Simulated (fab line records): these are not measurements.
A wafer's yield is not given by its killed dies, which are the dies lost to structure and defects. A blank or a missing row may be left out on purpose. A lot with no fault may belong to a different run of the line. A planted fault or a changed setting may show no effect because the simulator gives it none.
fab line records    flow n5-finfet    part 1 of 2: steps 1 to 19 of 29
record: lots: 5  wafers: 15  last-day: 17
route steps=1938 shown FIN_SAQP@138 FIN_CUT@154
lots with no fault: from the same line, run without faults
start-h: the number of hours between the record's first day and the start of the first shown wafer of the lot    wait-h: how many hours have passed since the lot's step before this one    " repeats the value in the row above    L1.1+2: a single row standing in for several wafers    - either no value or no given start    * or withheld: withheld    < > ~ a bound
route shown NAME@n: a module of which the file shows steps, and the number in the route of the first    usual: average and standard deviation across the fault-free wafers    same: alike in all rows    chamber/n: place in a boat    sites: each site's reading    _std_site: how widely they spread, as a standard deviation    _edge_site: mean of outer sites minus mean of inner sites    radius-mm: how far each site lies from the wafer's centre    mask NAME#n: copy n    behind: tool/chamber where the wafer was last shaped    hold: cause of the lot's hold/its duration in hours/its outcome    device: which transistor (n, p or np) failed to switch    end of line: the route-end tests of the same wafers    a step without rows: its recipe alone    killed: at the first sort, the dies lost to defects and structure; wafer yield is something else    map: shows each die of a wafer: x if killed, . if not, _ if none is there
set.NAME: the setting that was run; set.NAME@STEP: the one run at that earlier step    model.NAME: the simulator's own value behind a step, which no gauge read
certain route steps with their lots: each step a table, each wafer a row
services: when a tool's chamber went out of use (start-h, in hours from the record's first day, below 0 if earlier), for how many hours, and the reason
== steps ==
step: N5_FIN_SAQP_SPACER2_ALD_28
recipe: material: SiO2  target-thk-a: 81  temp-c: 300  ald-precursor-family: BDEAS  ald-co-reactant: O2-plasma  pulse-time-s: 1  purge-time-s: 2  co-reactant-purge-time-s: 2  pressure-torr: 2
usual: heater-power-w: 501/39  precursor-pulse-height-rel: 1.003/0.02
same: pulse-time-s: 1
lot.wafer  tool        chamber  start-h  wait-h  heater-power-w  precursor-pulse-height-rel
L076.1     ald-sin-04  0        43.67    0.1     518             1.006
L076.2     "           1        "        "       450             1.026
L076.5     "           3        "        "       472             1.016
L078.3     ald-sin-03  3        49.29    0.1     569             1.007
L078.4     "           0        "        "       511             1.015
L078.6     "           3        "        "       576             0.988
L088.2     ald-sin-03  0        113.12   1.5     509             0.987
L088.3     "           2        "        "       501             1.026
L088.4     "           3        "        "       572             1.027
L093.1     ald-sin-01  1        140.08   0.1     396             1.033
L093.3     "           0        "        "       445             1.005
L093.4     "           3        "        "       516             0.994
L097.1     ald-sin-04  3        164.66   0.2     472             1.020
L097.3     "           0        "        "       532             1.007
L097.6     "           3        "        "       474             1.022
step: N5_FIN_SAQP_SPACER2_ETCHBACK_29
recipe: chemistry: CHF3/O2  mode: anisotropic-etchback  target: SiO2  target-depth-a: 122  time-s: 6.1  pressure-mtorr: 30  source-w: 650  bias-w: 170  Ar_flow_sccm: 200  CHF3_flow_sccm: 50  O2_flow_sccm: 5  ion-energy-ev: 200
usual: drypump-motor-current-A: 5.9/0.36  oes-product-au: 0.79/0.11  rf-vpp-V: 532/8.7  showerhead-plenum-p-Torr: 2.45/0.061  throttle-valve-pct: 18.9/0.31
lot.wafer  tool         chamber  start-h  wait-h  drypump-motor-current-A  oes-product-au  rf-hours-counter-h  rf-vpp-V  showerhead-plenum-p-Torr  throttle-valve-pct
L076.1     rie-diel-01  3        44.07    0.2     5.3                      0.69            235                 516       2.29                      19.4
L076.2     "            2        "        "       5.9                      0.73            185                 535       2.50                      19.0
L076.5     "            3        "        "       5.3                      0.69            -                   517       2.29                      19.3
L078.3     rie-diel-06  2        49.62    0.2     5.7                      0.67            243                 530       2.37                      19.0
L078.4     "            1        "        "       6.5                      0.69            219                 534       2.47                      19.3
L078.6     "            2        "        "       5.7                      0.68            -                   529       2.37                      19.1
L088.2     rie-diel-02  1        113.49   0.2     5.5                      0.74            183                 523       2.50                      19.3
L088.3     "            2        "        "       6.2                      0.93            24                  551       2.44                      18.4
L088.4     "            0        "        "       6.0                      0.89            -                   527       2.45                      18.6
L093.1     rie-diel-02  3        140.51   0.3     5.5                      0.92            5                   519       2.48                      18.5
L093.3     "            1        "        "       5.5                      0.72            192                 524       2.50                      19.3
L093.4     "            0        "        "       6.0                      0.88            44                  529       2.45                      18.6
L097.1     rie-diel-06  2        164.98   0.2     5.7                      0.89            36                  528       2.36                      18.8
L097.3     "            0        "        "       6.2                      0.92            21                  531       2.36                      18.9
L097.6     "            1        "        "       6.5                      0.93            -                   535       2.45                      18.9
step: N5_FIN_SAQP_MANDREL2_REMOVE_60
recipe: chemistry: HBr/Cl2/O2  bt-time-s: 10  target: a-Si  stop-on: SiNx  endpoint: OES-SiCl  over-etch-frac: 1  icp-w: 600  bias-w: 22  HBr_flow_sccm: 150  Cl2_flow_sccm: 80  O2_flow_sccm: 5  pressure-mtorr: 10
usual: HBr_flow_sccm: 150.0/0.4  drypump-motor-current-A: 5.8/0.38  mfc-cl2-sccm: 80.05/0.23  oes-product-au: 1.001/0.019  throttle-valve-pct: 36.77/0.22
lot.wafer  tool       chamber  start-h  wait-h  HBr_flow_sccm  drypump-motor-current-A  mfc-cl2-sccm  oes-product-au  rf-hours-counter-h  throttle-valve-pct
L076.1     rie-si-04  2        44.15    0.1     149.9          5.8                      80.38         1.027           194                 36.40
L076.2     "          3        "        "       149.2          5.7                      80.03         1.006           52                  36.78
L076.5     "          3        "        "       150.0          5.6                      80.15         0.995           -                   36.77
L078.3     rie-si-05  1        49.70    0.1     149.5          6.2                      80.14         1.003           14                  37.01
L078.4     "          0        "        "       149.8          5.7                      80.18         1.006           104                 36.75
L078.6     "          3        "        "       150.3          6.8                      80.44         0.976           -                   37.17
L088.2     rie-si-02  0        113.57   0.1     149.6          6.1                      79.76         1.005           51                  36.84
L088.3     "          3        "        "       149.3          5.1                      80.33         1.038           19                  36.92
L088.4     "          2        "        "       150.8          5.7                      79.93         1.004           189                 36.56
L093.1     rie-si-04  3        140.60   0.1     149.7          5.7                      79.87         0.987           54                  36.77
L093.3     "          2        "        "       150.3          5.8                      80.18         1.020           196                 36.38
L093.4     "          1        "        "       150.7          5.5                      79.86         0.972           27                  36.56
L097.1     rie-si-02  0        165.07   0.1     149.7          6.1                      79.99         0.999           52                  36.84
L097.3     "          2        "        "       150.2          5.7                      80.22         1.007           190                 36.58
L097.6     "          2        "        "       149.8          5.7                      79.81         0.998           -                   36.59
step: N5_FIN_SAQP_CD_MEAS_31
recipe: target-cd-nm: 8  landing-energy-ev: 1000  detector: se-inlens  polarity: line
usual: cd-nm: 8.11/0.21
lot.wafer  tool       chamber  start-h  wait-h  cd-nm
L076.1     cd-sem-03  0        44.26    0.1     8.24
L076.2     "          0        "        "       8.31
L076.5     "          0        "        "       8.23
L078.3     cd-sem-01  0        49.82    0.1     8.02
L078.4     "          0        "        "       8.35
L078.6     "          0        "        "       8.07
L088.2     cd-sem-01  0        113.68   0.1     8.13
L088.3     "          0        "        "       8.16
L088.4     "          0        "        "       8.69
L093.1     cd-sem-01  0        140.71   0.1     8.21
L093.3     "          0        "        "       8.18
L093.4     "          0        "        "       8.29
L097.1     cd-sem-02  0        165.18   0.1     8.24
L097.3     "          0        "        "       8.23
L097.6     "          0        "        "       8.08
step: N5_FIN_SAQP_HM_OPEN_33
recipe: chemistry: CH3F/O2  target: SiNx  mask-material: SiO2  target-depth-a: 494  time-s: 70.6  pressure-mtorr: 30  source-w: 395  bias-w: 73  Ar_flow_sccm: 150  CH3F_flow_sccm: 30  O2_flow_sccm: 20  ion-energy-ev: 120  ends: cleared
usual: drypump-motor-current-A: 5.8/0.35  etch-rf-on-time-s: 69.4/1.6  oes-product-au: 0.69/0.097  rf-vpp-V: 301/4.4  showerhead-plenum-p-Torr: 2.04/0.057  throttle-valve-pct: 16.38/0.26
lot.wafer  tool         chamber  start-h  wait-h  drypump-motor-current-A  etch-rf-on-time-s  oes-product-au  rf-hours-counter-h  rf-vpp-V  showerhead-plenum-p-Torr  throttle-valve-pct
L076.1     rie-diel-02  3        44.43    0.2     5.5                      68.7               0.62            230                 295       2.06                      16.28
L076.2     "            0        "        "       6.0                      68.3               0.84            3                   300       2.05                      16.00
L076.5     "            1        "        "       5.5                      68.9               0.66            -                   299       2.09                      16.69
L078.3     rie-diel-06  2        49.86    0.0     5.7                      69.7               0.57            243                 300       1.97                      16.52
L078.4     "            0        "        "       6.2                      70.7               0.56            243                 302       1.97                      16.76
L078.6     "            2        "        "       5.7                      70.5               0.57            -                   301       1.97                      16.51
L088.2     rie-diel-06  0        113.76   0.1     6.2                      66.3               0.85            0                   304       1.96                      16.34
L088.3     "            3        "        "       5.4                      69.0               0.60            180                 305       1.99                      16.60
L088.4     "            3        "        "       5.4                      70.5               0.61            -                   305       1.99                      16.62
L093.1     rie-diel-01  1        140.77   0.1     6.1                      69.8               0.59            238                 306       1.97                      16.54
L093.3     "            0        "        "       6.0                      68.2               0.75            34                  298       2.11                      16.09
L093.4     "            3        "        "       5.3                      68.3               0.79            12                  298       2.14                      16.37
L097.1     rie-diel-01  0        165.24   0.1     6.0                      68.5               0.74            43                  298       2.11                      16.11
L097.3     "            3        "        "       5.3                      67.5               0.76            20                  298       2.13                      16.41
L097.6     "            2        "        "       5.9                      72.2               0.60            -                   303       2.06                      16.54
step: N5_FIN_SAQP_ETCH_34
recipe: chemistry: C4F6/O2  target: SiO2  target-depth-a: 450  time-s: 15  ion-energy-ev: 250  pressure-mtorr: 30  source-w: 345  bias-w: 185  Ar_flow_sccm: 300  C4F6_flow_sccm: 10  O2_flow_sccm: 10  ends: cleared
usual: drypump-motor-current-A: 5.8/0.35  etch-rf-on-time-s: 14.97/0.25  oes-product-au: 0.69/0.096  rf-vpp-V: 675/10  showerhead-plenum-p-Torr: 2.90/0.076  throttle-valve-pct: 21.11/0.26
lot.wafer  tool         chamber  start-h  wait-h  drypump-motor-current-A  etch-rf-on-time-s  oes-product-au  rf-hours-counter-h  rf-vpp-V  showerhead-plenum-p-Torr  throttle-valve-pct
L076.1     rie-diel-02  3        44.50    0.0     5.5                      15.42              0.60            230                 660       2.93                      20.92
L076.2     "            0        "        "       6.0                      14.77              0.83            3                   671       2.91                      20.78
L076.5     "            1        "        "       5.5                      15.17              0.66            -                   665       2.97                      21.44
L078.3     rie-diel-06  2        49.93    0.0     5.7                      15.06              0.58            243                 670       2.80                      21.20
L078.4     "            0        "        "       6.2                      14.88              0.57            243                 677       2.80                      21.46
L078.6     "            2        "        "       5.7                      15.13              0.58            -                   670       2.80                      21.19
L088.2     rie-diel-06  0        113.83   0.0     6.2                      14.57              0.85            0                   677       2.80                      21.19
L088.3     "            3        "        "       5.4                      15.14              0.60            180                 681       2.83                      21.35
L088.4     "            3        "        "       5.4                      15.08              0.61            -                   681       2.83                      21.36
L093.1     rie-diel-01  1        140.84   0.0     6.1                      15.14              0.60            238                 683       2.80                      21.19
L093.3     "            0        "        "       6.0                      14.63              0.77            35                  664       2.99                      20.82
L093.4     "            3        "        "       5.3                      14.69              0.79            12                  666       3.03                      21.21
L097.1     rie-diel-01  0        165.31   0.0     6.0                      14.67              0.74            43                  666       2.99                      20.83
L097.3     "            3        "        "       5.3                      14.49              0.77            20                  668       3.02                      21.20
L097.6     "            2        "        "       5.9                      14.89              0.61            -                   678       2.93                      21.21
step: N5_FIN_SAQP_STRIP_77
recipe: chemistry: N2/H2  time-s: 90  power-w: 100  temp-c: 40  pressure-mtorr: 100  rf-frequency-hz: 6e+07  bias-power-w: 3  n2-flow-sccm: 300  h2-flow-sccm: 300
usual: drypump-motor-current-A: 5.8/0.35  oes-product-au: 0.81/0.11  rf-vpp-V: 45.4/0.87  showerhead-plenum-p-Torr: 3.43/0.086  throttle-valve-pct: 12.23/0.28
lot.wafer  tool         chamber  start-h  wait-h  drypump-motor-current-A  oes-product-au  rf-hours-counter-h  rf-vpp-V  showerhead-plenum-p-Torr  throttle-valve-pct
L076.1     rie-diel-02  3        44.52    0.0     5.5                      0.71            230                 46.3      3.48                      12.32
L076.2     "            0        "        "       6.0                      0.97            3                   45.2      3.45                      11.82
L076.5     "            1        "        "       5.5                      0.77            -                   45.3      3.48                      12.33
L078.3     rie-diel-06  2        49.95    0.0     5.7                      0.67            243                 45.4      3.33                      12.58
L078.4     "            0        "        "       6.2                      0.66            243                 45.5      3.32                      12.79
L078.6     "            2        "        "       5.7                      0.67            -                   43.3      3.33                      12.58
L088.2     rie-diel-06  0        113.85   0.0     6.2                      0.97            1                   46.0      3.32                      12.18
L088.3     "            3        "        "       5.4                      0.71            180                 46.2      3.35                      12.47
L088.4     "            3        "        "       5.4                      0.71            -                   45.4      3.35                      12.51
L093.1     rie-diel-01  1        140.87   0.0     6.1                      0.70            238                 46.0      3.33                      12.55
L093.3     "            0        "        "       6.1                      0.89            35                  45.7      3.58                      12.01
L093.4     "            3        "        "       5.3                      0.93            12                  45.1      3.56                      12.06
L097.1     rie-diel-01  0        165.33   0.0     6.0                      0.87            43                  47.1      3.58                      12.02
L097.3     "            3        "        "       5.3                      0.91            20                  45.4      3.56                      12.10
L097.6     "            2        "        "       5.9                      0.70            -                   44.6      3.45                      12.36
step: N5_FIN_SAQP_HM_CD_35
recipe: target-cd-nm: 8  polarity: line
usual: cd-nm: 8.17/0.24
lot.wafer  tool       chamber  start-h  wait-h  cd-nm
L076.1     cd-sem-02  -        44.65    0.1     8.42
L076.2     "          -        "        "       8.27
L076.5     "          -        "        "       8.69
L078.3     cd-sem-01  -        50.08    0.1     8.07
L078.4     "          -        "        "       8.03
L078.6     "          -        "        "       8.15
L088.2     cd-sem-03  -        113.97   0.1     7.87
L088.3     "          -        "        "       8.19
L088.4     "          -        "        "       8.20
L093.1     cd-sem-03  -        140.99   0.1     7.74
L093.3     "          -        "        "       8.56
L093.4     "          -        "        "       7.98
L097.1     cd-sem-03  -        165.45   0.1     7.88
L097.3     "          -        "        "       8.12
L097.6     "          -        "        "       7.88
step: N5_FIN_SAQP_ETCH_64
recipe: chemistry: CF4  target: SiO2  target-depth-a: 15  ion-energy-ev: 350  pressure-mtorr: 10  icp-w: 800  bias-w: 400  cf4-flow-sccm: 80
usual: drypump-motor-current-A: 5.9/0.43  oes-product-au: 1.000/0.019  throttle-valve-pct: 21.89/0.18
lot.wafer  tool       chamber  start-h  wait-h  drypump-motor-current-A  oes-product-au  rf-hours-counter-h  throttle-valve-pct
L076.1     rie-si-02  1        44.69    0.0     5.4                      0.983           85                  21.78
L076.2     "          2        "        "       5.7                      1.027           188                 21.51
L076.5     "          3        "        "       5.1                      1.014           -                   21.85
L078.3     rie-si-04  0        50.12    0.0     6.0                      0.991           94                  21.85
L078.4     "          3        "        "       5.7                      1.011           52                  21.92
L078.6     "          0        "        "       6.0                      0.982           -                   21.84
L088.2     rie-si-04  3        114.02   0.0     5.7                      0.998           53                  21.92
L088.3     "          0        "        "       6.1                      0.994           96                  21.83
L088.4     "          2        "        "       5.8                      1.032           195                 21.67
L093.1     rie-si-05  2        141.04   0.0     5.9                      0.999           9                   22.10
L093.3     "          1        "        "       6.3                      1.007           16                  22.06
L093.4     "          0        "        "       5.7                      0.981           106                 21.70
L097.1     rie-si-05  2        165.50   0.0     5.9                      0.994           10                  22.09
L097.3     "          0        "        "       5.7                      0.982           106                 21.72
L097.6     "          2        "        "       5.9                      0.998           -                   22.10
step: N5_FIN_SAQP_FIN_ETCH_36
recipe: chemistry: HBr/Cl2/O2  target-depth-a: 1200  mask-material: SiNx  time-s: 50.4  bias-w: 102  pressure-mtorr: 10  icp-w: 800  HBr_flow_sccm: 150  Cl2_flow_sccm: 80  O2_flow_sccm: 12
usual: HBr_flow_sccm: 150.0/0.45  drypump-motor-current-A: 5.9/0.43  mfc-cl2-sccm: 80.02/0.24  oes-product-au: 1.000/0.018  throttle-valve-pct: 36.15/0.2
lot.wafer  tool       chamber  start-h  wait-h  HBr_flow_sccm  drypump-motor-current-A  mfc-cl2-sccm  oes-product-au  rf-hours-counter-h  throttle-valve-pct
L076.1     rie-si-02  1        44.71    0.0     150.4          5.4                      80.18         0.987           85                  36.09
L076.2     "          2        "        "       149.7          5.8                      79.88         0.998           188                 35.88
L076.5     "          3        "        "       150.2          5.1                      80.22         1.003           -                   36.27
L078.3     rie-si-04  0        50.14    0.0     149.5          6.1                      79.93         0.980           94                  36.39
L078.4     "          3        "        "       150.1          5.7                      79.89         1.000           52                  36.07
L078.6     "          0        "        "       150.0          6.1                      79.78         0.976           -                   36.40
L088.2     rie-si-04  3        114.04   0.0     149.8          5.7                      79.85         1.002           53                  36.11
L088.3     "          0        "        "       149.9          6.0                      80.28         0.985           96                  36.39
L088.4     "          2        "        "       150.4          5.8                      79.56         1.028           195                 35.72
L093.1     rie-si-05  2        141.06   0.0     150.6          5.9                      79.55         1.002           9                   36.14
L093.3     "          1        "        "       149.8          6.3                      80.21         1.015           16                  36.28
L093.4     "          0        "        "       150.1          5.7                      79.83         0.991           106                 36.09
L097.1     rie-si-05  2        165.52   0.0     149.7          5.9                      79.83         1.003           10                  36.14
L097.3     "          0        "        "       149.2          5.7                      80.09         0.999           106                 36.08
L097.6     "          2        "        "       150.3          5.9                      80.11         1.007           -                   36.14
step: N5_FIN_SAQP_CD_MEAS_37
recipe: target-cd-nm: 8  polarity: line
usual: cd-nm: 8.12/0.26
lot.wafer  tool       chamber  start-h  wait-h  cd-nm
L076.1     cd-sem-01  -        44.83    0.1     8.12
L076.2     "          -        "        "       8.37
L076.5     "          -        "        "       7.97
L078.3     cd-sem-01  -        50.27    0.1     8.07
L078.4     "          -        "        "       8.05
L078.6     "          -        "        "       8.37
L088.2     cd-sem-02  -        114.16   0.1     8.29
L088.3     "          -        "        "       8.35
L088.4     "          -        "        "       8.66
L093.1     cd-sem-03  -        141.18   0.1     7.88
L093.3     "          -        "        "       8.36
L093.4     "          -        "        "       8.18
L097.1     cd-sem-03  -        165.64   0.1     7.96
L097.3     "          -        "        "       8.21
L097.6     "          -        "        "       7.74
step: N5_FIN_SAQP_PRECLEAN_38
recipe: chemistry: O3/DIW  time-s: 45  temp-c: 22  o3-ppm: 10
lot.wafer   tool          chamber  start-h  wait-h
L076.1+2+5  wet-bench-01  7,1,6    44.88    0.0
L078.3+4+6  wet-bench-01  0,3,7    50.31    0.0
L088.2+3+4  wet-bench-01  0,4,5    114.20   0.0
L093.1+3+4  wet-bench-03  2,0,1    141.22   0.0
L097.1+3+6  wet-bench-01  3,6,7    165.68   0.0
step: N5_FIN_SAQP_PRECLEAN_45
recipe: chemistry: dHF  time-s: 10  dilution: 500:1  temp-c: 25
lot.wafer   tool          chamber  start-h  wait-h
L076.1+2+5  wet-bench-01  7,1,6    44.89    0.0
L078.3+4+6  wet-bench-01  0,3,7    50.32    0.0
L088.2+3+4  wet-bench-01  0,4,5    114.22   0.0
L093.1+3+4  wet-bench-03  2,0,1    141.24   0.0
L097.1+3+6  wet-bench-01  3,6,7    165.70   0.0
step: N5_FIN_SAQP_SRD_39
recipe: dry: ipa-marangoni  time-s: 30  temp-c: 23  rinse-liquid: diw
lot.wafer   tool          chamber  start-h  wait-h
L076.1+2+5  wet-bench-01  7,1,6    44.89    0.0
L078.3+4+6  wet-bench-01  0,3,7    50.32    0.0
L088.2+3+4  wet-bench-01  0,4,5    114.22   0.0
L093.1+3+4  wet-bench-03  2,0,1    141.24   0.0
L097.1+3+6  wet-bench-01  3,6,7    165.70   0.0
step: N5_FIN_SAQP_OCD_MEAS_76
usual: trench-depth-nm: 120.2/1.5
lot.wafer  tool    chamber  start-h  wait-h  trench-depth-nm
L076.1     ocd-01  -        44.93    0.0     117.5
L076.2     "       -        "        "       120.0
L076.5     "       -        "        "       117.2
L078.3     ocd-02  -        50.37    0.0     121.2
L078.4     "       -        "        "       120.7
L078.6     "       -        "        "       122.0
L088.2     ocd-01  -        114.26   0.0     120.4
L088.3     "       -        "        "       122.6
L088.4     "       -        "        "       120.2
L093.1     ocd-02  -        141.28   0.0     119.1
L093.3     "       -        "        "       121.7
L093.4     "       -        "        "       117.8
L097.1     ocd-02  -        165.74   0.0     119.0
L097.3     "       -        "        "       119.9
L097.6     "       -        "        "       119.9
step: N5_FIN_SAQP_INSPECT_40
recipe: inspect-instrument: brightfield  mode: aei
usual: raw-defect-count: 225/64
lot.wafer  tool               chamber  start-h  wait-h  raw-defect-count
L076.1     defect-inspect-02  -        44.96    0.0     267
L076.2     "                  -        "        "       271
L076.5     "                  -        "        "       216
L078.3     defect-inspect-01  -        50.40    0.0     191
L078.4     "                  -        "        "       199
L078.6     "                  -        "        "       196
L088.2     defect-inspect-01  -        114.29   0.0     206
L088.3     "                  -        "        "       226
L088.4     "                  -        "        "       395
L093.1     defect-inspect-01  -        141.31   0.0     322
L093.3     "                  -        "        "       237
L093.4     "                  -        "        "       417
L097.1     defect-inspect-01  -        165.77   0.0     244
L097.3     "                  -        "        "       196
L097.6     "                  -        "        "       402
step: N5_FIN_CUT_COAT_18
recipe: resist: SOC  temp-c: 250  time-s: 60  spin-rpm: 1500  resist-thk-nm: 230
usual: exhaust-pa: 45.0/0.97
lot.wafer  tool            chamber  start-h  wait-h  exhaust-pa
L076.1     litho-track-02  0        45.00    0.0     45.6
L076.2     "               0        "        "       45.0
L076.5     "               0        "        "       45.4
L078.3     litho-track-03  0        50.43    0.0     46.1
L078.4     "               0        "        "       47.4
L078.6     "               0        "        "       46.2
L088.2     litho-track-02  0        114.32   0.0     46.5
L088.3     "               0        "        "       46.0
L088.4     "               0        "        "       44.8
L093.1     litho-track-03  0        141.34   0.0     44.6
L093.3     "               0        "        "       44.0
L093.4     "               0        "        "       44.8
L097.1     litho-track-03  0        165.80   0.0     44.6
L097.3     "               0        "        "       44.3
L097.6     "               0        "        "       45.8
step: N5_FIN_CUT_COAT_19
recipe: resist: SiARC  temp-c: 220  time-s: 60  spin-rpm: 1500  resist-thk-nm: 20
usual: exhaust-pa: 44.9/0.86
lot.wafer  tool            chamber  start-h  wait-h  exhaust-pa
L076.1     litho-track-02  0        -        -       44.5
L076.2     "               0        "        "       45.1
L076.5     "               0        "        "       44.6
L078.3     litho-track-03  0        -        -       44.9
L078.4     "               0        "        "       43.7
L078.6     "               0        "        "       43.3
L088.2     litho-track-02  0        -        -       44.0
L088.3     "               0        "        "       44.7
L088.4     "               0        "        "       44.0
L093.1     litho-track-03  0        -        -       45.2
L093.3     "               0        "        "       45.4
L093.4     "               0        "        "       46.8
L097.1     litho-track-03  0        -        -       45.5
L097.3     "               0        "        "       44.8
L097.6     "               0        "        "       45.8
step: N5_FIN_CUT_COAT_29
recipe: resist: underlayer  temp-c: 205  time-s: 60  spin-rpm: 1500  resist-thk-nm: 10
usual: exhaust-pa: 45.0/0.77
lot.wafer  tool            chamber  start-h  wait-h  exhaust-pa
L076.1     litho-track-02  0        -        -       45.3
L076.2     "               0        "        "       44.0
L076.5     "               0        "        "       46.4
L078.3     litho-track-03  0        -        -       44.9
L078.4     "               0        "        "       45.5
L078.6     "               0        "        "       45.7
L088.2     litho-track-02  0        -        -       44.4
L088.3     "               0        "        "       44.5
L088.4     "               0        "        "       44.3
L093.1     litho-track-03  0        -        -       44.7
L093.3     "               0        "        "       44.3
L093.4     "               0        "        "       44.4
L097.1     litho-track-03  0        -        -       46.5
L097.3     "               0        "        "       45.0
L097.6     "               0        "        "       45.6
